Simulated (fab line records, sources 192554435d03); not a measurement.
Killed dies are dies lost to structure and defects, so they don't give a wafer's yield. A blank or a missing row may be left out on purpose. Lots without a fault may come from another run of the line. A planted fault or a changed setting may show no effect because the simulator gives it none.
Chamber matching | flow n5_finfet | N5_BEOL_M15_VIA_ETCH_16 on rie_diel-06: 3 sister chambers
The step etches SiO2 in C4F8/O2/Ar, target depth 1792.2 nm. 3 wafers are shown with their chamber, then 5 later ones without.

WAFERS WITH THEIR CHAMBER
wafer  | chamber | showerhead_plenum_p_Torr (Torr)
L906.4 | 2       | 3.44
L912.2 | 1       | 3.63
L912.3 | 3       | 3.35

WAFERS WITHOUT THEIR CHAMBER
wafer  | showerhead_plenum_p_Torr (Torr)
L912.4 | 3.35
L914.2 | 3.63
L914.6 | 3.63
L916.1 | 3.34
L916.2 | 3.62

WHICH CHAMBER EACH WENT THROUGH
wafer  | from the rows above | in truth
L912.4 | 3                   | 3
L914.2 | 1                   | 1
L914.6 | 1                   | 1
L916.1 | 3                   | 3
L916.2 | 1                   | 1
Placed correctly: 5 of 5. Can't be placed from these rows: 0. Placed wrongly: 0.
How it was worked out, from the rows above alone: a wafer's distance from a chamber is the root of the sum, over the readings, of the square of ((its reading less the chamber's mean) divided by the reading's scatter). The wafer belongs to the nearest chamber; if the next one is less than 2 further off, it can't be placed. A chamber's mean is the mean of its shown wafers. The scatter: with one shown wafer a chamber, the root of the mean of the squares of how far each hidden wafer lies from its nearest shown one.
